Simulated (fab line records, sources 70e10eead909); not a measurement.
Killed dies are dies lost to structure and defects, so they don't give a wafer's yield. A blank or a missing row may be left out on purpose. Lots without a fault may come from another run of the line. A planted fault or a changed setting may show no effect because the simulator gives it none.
Which tool did it? | flow nand_harc | 12 lots, 36 wafers sampled, at 1 step of a route of 1302

WHAT THE GAUGES READ, wafer by wafer
NHARC_A_SGD_CUT_CD_MEAS_09: target cd 100 nm.
lot  | measured     | on        | cd_nm (nm)
L074 | day 19 04:15 | cd_sem-01 | 99.9 99.6 101.3
L076 | day 20 11:25 | cd_sem-03 | 100.3 100.9 100.1
L081 | day 21 16:49 | cd_sem-03 | 100.0 100.6 99.7
L079 | day 21 18:28 | cd_sem-03 | 100.2 99.5 100.3
L083 | day 23 12:02 | cd_sem-02 | 99.1 100.2 99.6
L084 | day 23 21:09 | cd_sem-01 | 99.3 99.6 98.9
L087 | day 25 06:32 | cd_sem-02 | 99.6 100.1 100.0
L089 | day 25 14:26 | cd_sem-02 | 99.6 100.0 99.8
L091 | day 26 01:22 | cd_sem-03 | 99.7 100.0 100.2
L092 | day 27 07:40 | cd_sem-02 | 99.6 99.3 98.7
L095 | day 27 19:48 | cd_sem-03 | 100.4 100.2 100.0
L096 | day 28 22:45 | cd_sem-01 | 99.1 99.9 99.0

WHICH TOOL RAN EACH LOT (tool, then ch and the chambers of the sampled wafers, then the start)
The record holds no process step before these readings.

THE ANSWER, worked out from the rows above alone
Rule: what is usual is taken from the lots themselves. Put in order of their means at a reading, lots are off if they are a third of the lots or fewer, leave a main group of 4 or more, and stand apart from it by a gap of 3 or more times the standard deviation of the main group's means; of several such gaps the widest counts. A main group whose means are all the same, to the digits that the tables above print for the reading, isn't used. A lot without any number at a reading at which 4 lots or more have one is off too. The other lots that the step has rows for count as sound.
No lot is off at any reading shown: from this, nothing can be told.

WHAT THE SIMULATOR HAD PUT IN
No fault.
